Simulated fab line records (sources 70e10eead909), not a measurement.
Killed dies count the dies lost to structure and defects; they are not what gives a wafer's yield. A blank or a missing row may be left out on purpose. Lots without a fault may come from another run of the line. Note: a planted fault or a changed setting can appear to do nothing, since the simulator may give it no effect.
fab line records ; flow nand-harc
[record] lots = 5; wafers = 15; last-day = 24
route steps=1159 shown P_CONTACT@248 P_M0@253
lots that met no fault: taken from a fault-free run of the same line
start-h: hours from the record's opening day to when the first of the lot's shown wafers began ; wait-h: hours elapsed since this lot's preceding step ; " identical to the entry in the row above ; L1.1+2: a row that stands for several wafers ; - no value, or no start given ; * or withheld: withheld ; < > ~ a bound
route shown NAME@n: names a module that has steps shown in the file, with the first one's number in the route ; usual: mean and standard deviation over wafers with no fault ; same: alike in all rows ; chamber/n: place in a boat ; sites: the reading at each site ; _std_site: the standard deviation of these ; _edge_site: inner sites' mean taken away from outer sites' mean ; radius-mm: for every site, how far away it sits from the centre of the wafer ; mask NAME#n: copy n ; behind: the last tool/chamber to shape the wafer ; hold: why the lot was held/for how many hours/how that ended ; device: whichever transistor did not switch (one of n, p or np) ; end of line: at the end of the route, the tests of the same wafers ; where a step has no rows: the recipe by itself ; killed: dies lost to structure and defects at the first sort, not the wafer's yield ; map: a wafer's dies, x killed, . not, _ none there
set.NAME: the setting the step ran with; set.NAME@STEP: the setting that earlier step ran with ; model.NAME: the simulator's own value behind a step, which no gauge read
lots at some steps of the route; a table a step, a row a wafer
services: a tool's chamber out of use, with start hour (start-h, from the record's first day; less than 0 if before it), hours out, and reason
[[steps]]
[step NHARC_P_CONTACT_CVD_23]
[recipe] target-thk-a = 2000; temp-c = 300; pressure-torr = 40; wf6-flow-sccm = 40; h2-flow-sccm = 1600; ar-flow-sccm = 1560; time-s = 557; material = W
[usual] heater-power-w = 473/26; mfc-wf6-sccm = 40.00/0.11; throttle-valve-pct = 7.9/0.37
lot.wafer;tool;chamber;start-h;wait-h;heater-power-w;mfc-wf6-sccm;throttle-valve-pct
L796.2;cvd-w-01;1;-;-;448;40.05;8.5
L796.3;cvd-w-01;1;-;-;443;40.07;8.2
L796.4;cvd-w-01;0;-;-;507;40.09;8.2
L809.2;cvd-w-01;1;-;-;462;40.05;8.2
L809.3;cvd-w-01;0;-;-;495;39.87;7.5
L809.6;cvd-w-01;1;-;-;464;39.88;8.6
L810.2;cvd-w-01;0;-;-;489;39.98;7.2
L810.3;cvd-w-01;0;-;-;501;40.14;7.6
L810.4;cvd-w-01;1;-;-;461;40.07;8.3
L812.2;cvd-w-02;1;214.91;-;490;40.01;7.9
L812.1;cvd-w-02;0;214.91;-;433;39.90;7.7
L812.4;cvd-w-02;0;214.91;-;421;39.81;7.6
L818.4;cvd-w-02;0;-;-;422;40.03;7.7
L818.3;cvd-w-02;1;-;-;494;39.97;7.5
L818.6;cvd-w-02;0;-;-;432;40.14;8.0
[step NHARC_P_CONTACT_CMP_24]
[recipe] t-overpolish-s = 30; target-thk-nm = 200
[usual] motor-current-A = 12.0/1.3; overpolish-run-s = 29.999/0.01; time-to-endpoint-s = 38/3.4
lot.wafer;tool;chamber;start-h;wait-h;motor-current-A;overpolish-run-s;time-to-endpoint-s
L796.2;cmp-02;1;115.14;0.7;9.5;29.993;43
L796.3;cmp-02;2;115.14;0.7;10.4;30.005;40
L796.4;cmp-02;0;115.14;0.7;10.4;29.992;41
L809.2;cmp-02;1;198.14;0.5;9.5;30.004;43
L809.3;cmp-02;2;198.14;0.5;9.8;29.997;42
L809.6;cmp-02;0;198.14;0.5;11.1;30.017;43
L810.2;cmp-03;0;200.16;0.6;11.9;29.999;32
L810.3;cmp-03;1;200.16;0.6;12.4;29.994;41
L810.4;cmp-03;2;200.16;0.6;13.3;30.014;42
L812.1;cmp-02;1;215.56;0.5;9.6;29.999;40
L812.2;cmp-02;2;215.56;0.5;10.4;30.012;36
L812.4;cmp-02;3;215.56;0.5;11.9;30.002;40
L818.4;cmp-03;1;240.58;0.4;13.1;30.004;40
L818.3;cmp-03;3;240.58;0.4;13.1;29.999;39
L818.6;cmp-03;1;240.58;0.4;13.7;29.998;38
[step NHARC_P_CONTACT_SRD_26]
[step NHARC_P_CONTACT_INSPECT_27]
[usual] raw-defect-count = 300/170
lot.wafer;tool;chamber;start-h;wait-h;raw-defect-count
L796.2;defect-inspect-02;-;115.54;0.1;226
L796.3;defect-inspect-02;-;115.54;0.1;242
L796.4;defect-inspect-02;-;115.54;0.1;200
L809.2;defect-inspect-01;-;198.50;0.1;203
L809.3;defect-inspect-01;-;198.50;0.1;310
L809.6;defect-inspect-01;-;198.50;0.1;225
L810.2;defect-inspect-02;-;200.54;0.1;232
L810.3;defect-inspect-02;-;200.54;0.1;171
L810.4;defect-inspect-02;-;200.54;0.1;183
L812.1;defect-inspect-02;-;215.96;0.1;308
L812.2;defect-inspect-02;-;215.96;0.1;445
L812.4;defect-inspect-02;-;215.96;0.1;410
L818.3;defect-inspect-01;-;240.96;0.1;474
L818.4;defect-inspect-01;-;240.96;0.1;525
L818.6;defect-inspect-01;-;240.96;0.1;553
[step NHARC_P_M0_DEP_00]
[recipe] target-thk-a = 1500; target-thk-nm = 150; temp-c = withheld; pressure-torr = 5; flow-sccm = 200; rf-w = 600; material = SiOC
[step NHARC_P_M0_DEHYDRATE_01]
[recipe] temp-c = 150; time-s = 120
[step NHARC_P_M0_HMDS_02]
[recipe] time-s = 30
[step NHARC_P_M0_COAT_33]
[recipe] temp-c = 200; time-s = 65
[step NHARC_P_M0_COAT_03]
[recipe] spin-rpm = 1500; resist-thk-nm = 90
[step NHARC_P_M0_SOFTBAKE_04]
[recipe] temp-c = 105; time-s = 55
[step NHARC_P_M0_EBR_05]
[step NHARC_P_M0_EXPOSE_06]
[recipe] na = 1.35; target-cd-nm = 90; dose-mj = 81.28; mask-id = P_M0
[usual] exposure-dose-mJ-cm2 = 81.23/0.087
lot.wafer;tool;chamber;start-h;wait-h;mask;exposure-dose-mJ-cm2
L796.2;arfi-scanner-01;0;116.31;-;P_M0#0;81.22
L796.3;arfi-scanner-01;0;116.31;-;P_M0#0;81.04
L796.4;arfi-scanner-01;0;116.31;-;P_M0#0;81.14
L809.2;arfi-scanner-03;0;199.14;-;P_M0#0;81.40
L809.3;arfi-scanner-03;0;199.14;-;P_M0#0;81.33
L809.6;arfi-scanner-03;0;199.14;-;P_M0#0;81.28
L810.2;arfi-scanner-02;0;201.30;-;P_M0#0;81.21
L810.3;arfi-scanner-02;0;201.30;-;P_M0#0;81.14
L810.4;arfi-scanner-02;0;201.30;-;P_M0#0;81.30
L812.1;arfi-scanner-03;0;216.72;-;P_M0#0;81.29
L812.2;arfi-scanner-03;0;216.72;-;P_M0#0;81.16
L812.4;arfi-scanner-03;0;216.72;-;P_M0#0;81.17
L818.3;arfi-scanner-03;0;241.73;-;P_M0#0;62.28
L818.4;arfi-scanner-03;0;241.73;-;P_M0#0;62.45
L818.6;arfi-scanner-03;0;241.73;-;P_M0#0;62.18
[step NHARC_P_M0_PEB_07]
[recipe] peb-temp-c = 100; peb-time-s = 65
[step NHARC_P_M0_DEVELOP_08]
[recipe] develop-time-s = 35; dev-temp-c = 23
[step NHARC_P_M0_CD_MEAS_09]
[recipe] target-cd-nm = 90; landing-energy-ev = 500
[usual] cd-nm = 90.0/0.67
lot.wafer;tool;chamber;start-h;wait-h;cd-nm
L796.2;cd-sem-02;0;116.45;-;89.8
L796.3;cd-sem-02;0;116.45;-;90.2
L796.4;cd-sem-02;0;116.45;-;90.3
L809.2;cd-sem-03;0;199.28;-;89.5
L809.3;cd-sem-03;0;199.28;-;89.1
L809.6;cd-sem-03;0;199.28;-;89.4
L810.2;cd-sem-02;0;201.44;-;90.7
L810.3;cd-sem-02;0;201.44;-;91.1
L810.4;cd-sem-02;0;201.44;-;89.2
L812.1;cd-sem-01;0;216.86;-;89.8
L812.2;cd-sem-01;0;216.86;-;90.7
L812.4;cd-sem-01;0;216.86;-;91.0
L818.3;cd-sem-02;0;241.86;-;74.6
L818.4;cd-sem-02;0;241.86;-;74.3
L818.6;cd-sem-02;0;241.86;-;73.9
[step NHARC_P_M0_OVL_MEAS_10]
[recipe] pitch-nm = 180
[usual] overlay-x-nm = 0.1/0.91; overlay-y-nm = -0.3/0.87
lot.wafer;tool;chamber;start-h;wait-h;overlay-x-nm;overlay-y-nm
L796.2;overlay-01;-;116.54;-;-0.2;0.1
L796.3;overlay-01;-;116.54;-;-0.6;0.1
L796.4;overlay-01;-;116.54;-;-0.5;0.3
L809.2;overlay-01;-;199.37;-;1.2;-0.2
L809.3;overlay-01;-;199.37;-;1.4;-0.7
L809.6;overlay-01;-;199.37;-;1.3;-0.7
L810.2;overlay-02;-;201.53;-;0.0;0.7
L810.3;overlay-02;-;201.53;-;-0.1;0.6
L810.4;overlay-02;-;201.53;-;-0.5;1.6
L812.1;overlay-01;-;216.95;-;0.0;-0.5
L812.2;overlay-01;-;216.95;-;-0.2;-1.0
L812.4;overlay-01;-;216.95;-;0.3;-1.0
L818.3;overlay-01;-;241.95;-;1.5;-0.5
L818.4;overlay-01;-;241.95;-;1.0;-0.4
L818.6;overlay-01;-;241.95;-;1.3;-0.5
[step NHARC_P_M0_INSPECT_11]
[usual] raw-defect-count = 3.5/2.3
lot.wafer;tool;chamber;start-h;wait-h;raw-defect-count
L796.2;defect-inspect-02;-;116.57;0.0;3
L796.3;defect-inspect-02;-;116.57;0.0;2
L796.4;defect-inspect-02;-;116.57;0.0;6
L809.2;defect-inspect-01;-;199.40;0.0;4
L809.3;defect-inspect-01;-;199.40;0.0;1
L809.6;defect-inspect-01;-;199.40;0.0;3
L810.2;defect-inspect-01;-;201.57;0.0;2
L810.3;defect-inspect-01;-;201.57;0.0;5
L810.4;defect-inspect-01;-;201.57;0.0;3
L812.1;defect-inspect-02;-;216.98;0.0;2
L812.2;defect-inspect-02;-;216.98;0.0;0
L812.4;defect-inspect-02;-;216.98;0.0;3
L818.3;defect-inspect-02;-;241.98;0.0;4
L818.4;defect-inspect-02;-;241.98;0.0;3
L818.6;defect-inspect-02;-;241.98;0.0;3
[step NHARC_P_M0_DESCUM_14]
[recipe] time-s = 3; o2-flow-sccm = 200; ar-flow-sccm = 0; bias-power-w = 0; chemistry = O2
[usual] drypump-motor-current-A = 5.8/0.58; oes-product-au = 1.006/0.0099; rf-vpp-V = 57.7/0.85; showerhead-plenum-p-Torr = 1.91/0.092; throttle-valve-pct = 11.310/0.0086
lot.wafer;tool;chamber;start-h;wait-h;drypump-motor-current-A;oes-product-au;rf-hours-counter-h;rf-vpp-V;showerhead-plenum-p-Torr;throttle-valve-pct;model.P_M0.cd-nm
L796.3;rie-diel-11;2;116.63;0.1;5.9;1.014;6;59.1;1.93;11.301;90.43
L796.4;rie-diel-11;0;116.63;0.1;6.1;1.008;5;58.6;2.02;11.321;90.48
L796.2;rie-diel-11;1;116.63;0.1;6.6;1.014;6;57.5;1.81;11.305;89.5
L809.2;rie-diel-04;3;199.48;0.1;6.2;0.994;4;57.2;1.97;11.320;89.66
L809.3;rie-diel-04;1;199.48;0.1;6.3;1.022;-;57.4;1.96;11.319;89.17
L809.6;rie-diel-04;1;199.48;0.1;6.3;1.020;-;58.4;1.96;11.307;89.47
L810.3;rie-diel-11;1;201.64;0.1;6.6;1.010;0;57.7;1.81;11.306;90.56
L810.2;rie-diel-11;3;201.64;0.1;5.1;0.991;0;59.2;2.06;11.311;90.56
L810.4;rie-diel-11;3;201.64;0.1;5.2;1.001;-;58.0;2.06;11.321;89.3
L812.4;rie-diel-06;0;217.05;0.1;4.8;1.017;11;57.1;1.79;11.315;90.76
L812.2;rie-diel-06;1;217.05;0.1;5.6;0.993;11;58.2;1.83;11.292;90.42
L812.1;rie-diel-06;2;217.05;0.1;6.3;1.007;10;58.7;2.00;11.314;89.87
L818.4;rie-diel-11;0;242.04;0.1;6.0;1.007;3;58.0;2.01;11.311;74.5
L818.3;rie-diel-11;3;242.04;0.1;5.1;0.992;2;57.7;2.06;11.324;74.19
L818.6;rie-diel-11;1;242.04;0.1;6.6;1.012;-;58.7;1.81;11.311;73.69
[step NHARC_P_M0_ETCH_34]
[recipe] target-depth-a = 400; overetch-a = 120; time-s = 43.94; ion-energy-ev = 200; n2-flow-sccm = 150; h2-flow-sccm = 150; ar-flow-sccm = 0; rf-w = 400; bias-w = 150; chemistry = N2/H2
[usual] bias-w = 149.9/0.48; drypump-motor-current-A = 5.8/0.58; oes-product-au = 1.005/0.011; rf-vpp-V = 431/3; showerhead-plenum-p-Torr = 2.04/0.1; throttle-valve-pct = 14.170/0.0089
lot.wafer;tool;chamber;start-h;wait-h;bias-w;drypump-motor-current-A;oes-product-au;rf-hours-counter-h;rf-vpp-V;showerhead-plenum-p-Torr;throttle-valve-pct
L796.3;rie-diel-11;2;116.72;0.1;149.7;5.9;1.013;6;430;2.06;14.162
L796.2;rie-diel-11;3;116.72;0.1;149.8;5.1;1.016;6;434;2.20;14.173
L796.4;rie-diel-11;1;116.72;0.1;150.2;6.6;1.017;6;428;1.93;14.179
L809.2;rie-diel-04;1;199.60;0.1;149.4;6.3;1.005;4;433;2.09;14.155
L809.3;rie-diel-04;1;199.60;0.1;149.9;6.3;1.006;-;432;2.09;14.161
L809.6;rie-diel-04;1;199.60;0.1;149.8;6.3;1.015;-;432;2.09;14.164
L810.3;rie-diel-11;1;201.73;0.1;150.5;6.6;1.017;0;428;1.92;14.164
L810.2;rie-diel-11;0;201.73;0.1;149.8;6.0;1.013;0;433;2.15;14.160
L810.4;rie-diel-11;1;201.73;0.1;150.3;6.6;1.017;-;427;1.92;14.171
L812.2;rie-diel-06;0;217.13;0.1;149.6;4.8;0.999;11;425;1.90;14.168
L812.1;rie-diel-06;2;217.13;0.1;149.7;6.4;0.989;10;434;2.13;14.174
L812.4;rie-diel-06;3;217.13;0.1;151.1;5.5;1.012;10;429;2.00;14.164
L818.3;rie-diel-11;3;242.13;0.1;149.9;5.1;0.996;2;435;2.20;14.174
L818.4;rie-diel-11;0;242.13;0.1;149.2;6.0;1.009;3;434;2.15;14.199
L818.6;rie-diel-11;3;242.13;0.1;149.6;5.1;1.002;-;435;2.20;14.152
[step NHARC_P_M0_ETCH_15]
[recipe] target-depth-a = 1500; overetch-a = 150; time-s = 82.5; c4f8-flow-sccm = withheld; ar-flow-sccm = 400; rf-w = 600; bias-w = 300; chemistry = C4F8/Ar
[usual] bias-w = 300.0/0.86; oes-product-au = 0.962/0.02; rf-vpp-V = 441.0/3
lot.wafer;tool;chamber;start-h;wait-h;bias-w;oes-product-au;rf-hours-counter-h;rf-vpp-V;model.P_M0.cd-nm
L796.4;rie-diel-11;2;-;-;300.4;0.974;6;442.7;90.4
L796.3;rie-diel-11;0;-;-;299.9;0.984;5;445.7;90.51
L796.2;rie-diel-11;1;-;-;298.9;0.992;6;438.9;89.33
L809.2;rie-diel-04;1;199.74;0.1;300.3;0.945;4;442.0;89.93
L809.3;rie-diel-04;1;199.74;0.1;300.7;0.953;-;441.4;89.53
L809.6;rie-diel-04;3;199.74;0.1;299.1;0.930;-;441.6;89.55
L810.2;rie-diel-11;3;-;-;300.8;0.969;0;445.7;89.99
L810.3;rie-diel-11;1;-;-;298.7;0.984;0;437.8;90.15
L810.4;rie-diel-11;3;-;-;300.4;0.966;-;444.6;88.68
L812.2;rie-diel-06;0;-;-;301.2;0.956;11;436.2;90.85
L812.1;rie-diel-06;1;-;-;300.7;0.979;11;438.9;89.75
L812.4;rie-diel-06;3;-;-;297.4;0.980;10;439.0;90.61
L818.4;rie-diel-11;3;-;-;299.8;0.965;2;443.9;74.11
L818.3;rie-diel-11;1;-;-;300.3;0.976;3;437.8;74.17
L818.6;rie-diel-11;3;-;-;300.6;0.967;-;446.1;73.77
[step NHARC_P_M0_CD_MEAS_16]
[usual] cd-nm = 89.9/0.75
lot.wafer;tool;chamber;start-h;wait-h;cd-nm
L796.2;cd-sem-02;-;116.94;-;89.1
L796.3;cd-sem-02;-;116.94;-;90.6
L796.4;cd-sem-02;-;116.94;-;90.4
L809.2;cd-sem-03;-;199.90;0.1;89.7
L809.3;cd-sem-03;-;199.90;0.1;89.5
L809.6;cd-sem-03;-;199.90;0.1;89.6
L810.2;cd-sem-03;-;201.97;-;90.5
L810.3;cd-sem-03;-;201.97;-;90.2
L810.4;cd-sem-03;-;201.97;-;88.8
L812.1;cd-sem-01;-;217.34;-;89.8
L812.2;cd-sem-01;-;217.34;-;90.9
L812.4;cd-sem-01;-;217.34;-;90.6
L818.3;cd-sem-02;-;242.35;-;73.9
L818.4;cd-sem-02;-;242.35;-;74.2
L818.6;cd-sem-02;-;242.35;-;73.8
[[services]]
tool;chamber;start-h;hours;kind
cvd-w-01;-;91.36;0.6;repair
rie-diel-04;-;95.59;0.5;repair
rie-diel-04;-;111.92;9.0;pm
cvd-w-01;-;114.91;13.0;pm
cmp-02;-;123.36;1.9;repair
rie-diel-11;0;124.39;23.1;repair
cmp-03;-;136.97;4.2;repair
rie-diel-06;2;138.27;14.8;repair
arfi-scanner-03;-;140.00;4.0;pm
cmp-02;-;148.61;4.0;pm
rie-diel-06;3;149.39;3.4;repair
cvd-w-02;0;155.66;8.2;repair
cmp-03;-;160.36;4.0;pm
rie-diel-04;3;182.07;5.7;repair
cmp-03;-;186.84;3.4;repair
rie-diel-11;-;189.50;9.0;pm
arfi-scanner-03;-;193.35;0.6;repair
rie-diel-04;0;197.17;15.3;repair
rie-diel-04;2;199.22;7.9;repair
cmp-02;-;206.51;1.8;repair
rie-diel-11;1;208.11;3.8;repair
cmp-02;-;222.68;1.0;repair
rie-diel-11;1;238.23;3.3;repair
rie-diel-06;-;241.20;9.0;pm
[[key]]
[first-sign] step = NHARC_P_M0_EXPOSE_06; reading = exposure-dose-mJ-cm2; direction = down; sigmas = 99+; usual = 81.23; struck = 62.30
[effect] step = NHARC_P_M0_CD_MEAS_09; reading = cd-nm; direction = down; sigmas = 24; usual = 90.0; struck = 74.2
[effect] step = NHARC_P_M0_CD_MEAS_16; reading = cd-nm; direction = down; sigmas = 21; usual = 89.9; struck = 74.0
[model-effect] step = NHARC_P_M0_DESCUM_14; value = P_M0.cd-nm; without = 90.5; struck = 74.13
[model-effect] step = NHARC_P_M0_ETCH_15; value = P_M0.cd-nm; without = 90.39; struck = 74.02
met-at NHARC_P_M0_EXPOSE_06
struck-wafers L818.3,L818.4,L818.6
later-rows-left-out L818.3
sort-left-out L818.3,L818.4,L818.6
onset-between 216.72 241.73
[fault] kind = process-parameter-drift; tool = arfi-scanner-03; chamber = -; onset-h = 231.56; steps = NHARC_P_M0_EXPOSE_06; channel = dose-mj; offset = -18.907; shape = step; acts-in = these-recipes-only; stated = 81.28
// sort-left-out: the simulated sort isn't trusted on such a fault, so these wafers' sort isn't shown, and their yield isn't known
// later-rows-left-out: the simulator's readings of these wafers behind a module that went badly wrong aren't trusted and aren't shown, but for the sort
